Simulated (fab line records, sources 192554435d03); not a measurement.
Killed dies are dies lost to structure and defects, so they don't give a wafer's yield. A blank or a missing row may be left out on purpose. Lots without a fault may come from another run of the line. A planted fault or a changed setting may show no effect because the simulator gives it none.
Chamber matching | flow n5_finfet | N5_BEOL_M4_PECVD_72 on pecvd-01: 3 sister chambers
The step deposits SiO2 from TEOS/O2, target thk 16 nm, time 18 s. 3 wafers are shown with their chamber, then 10 later ones without.

WAFERS WITH THEIR CHAMBER
wafer  | chamber | throttle_valve_pct (%)
L089.2 | 2       | 22.5
L088.1 | 1       | 20.7
L088.3 | 0       | 21.8

WAFERS WITHOUT THEIR CHAMBER
wafer  | throttle_valve_pct (%)
L088.6 | 22.6
L090.2 | 20.7
L090.5 | 22.7
L090.6 | 21.0
L092.2 | 20.7
L092.3 | 21.6
L092.5 | 22.1
L095.3 | 20.6
L095.4 | 21.9
L095.5 | 20.7

WHICH CHAMBER EACH WENT THROUGH
wafer  | from the rows above     | in truth
L088.6 | 2                       | 2
L090.2 | 1                       | 1
L090.5 | 2                       | 2
L090.6 | 1                       | 1
L092.2 | 1                       | 1
L092.3 | 0                       | 0
L092.5 | can't be placed: 0 or 2 | 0
L095.3 | 1                       | 1
L095.4 | 0                       | 0
L095.5 | 1                       | 1
Placed correctly: 9 of 10. Can't be placed from these rows: 1 (the true chamber is among the candidates in 1). Placed wrongly: 0.
How it was worked out, from the rows above alone: a wafer's distance from a chamber is the root of the sum, over the readings, of the square of ((its reading less the chamber's mean) divided by the reading's scatter). The wafer belongs to the nearest chamber; if the next one is less than 2 further off, it can't be placed. A chamber's mean is the mean of its shown wafers. The scatter: with one shown wafer a chamber, the root of the mean of the squares of how far each hidden wafer lies from its nearest shown one.
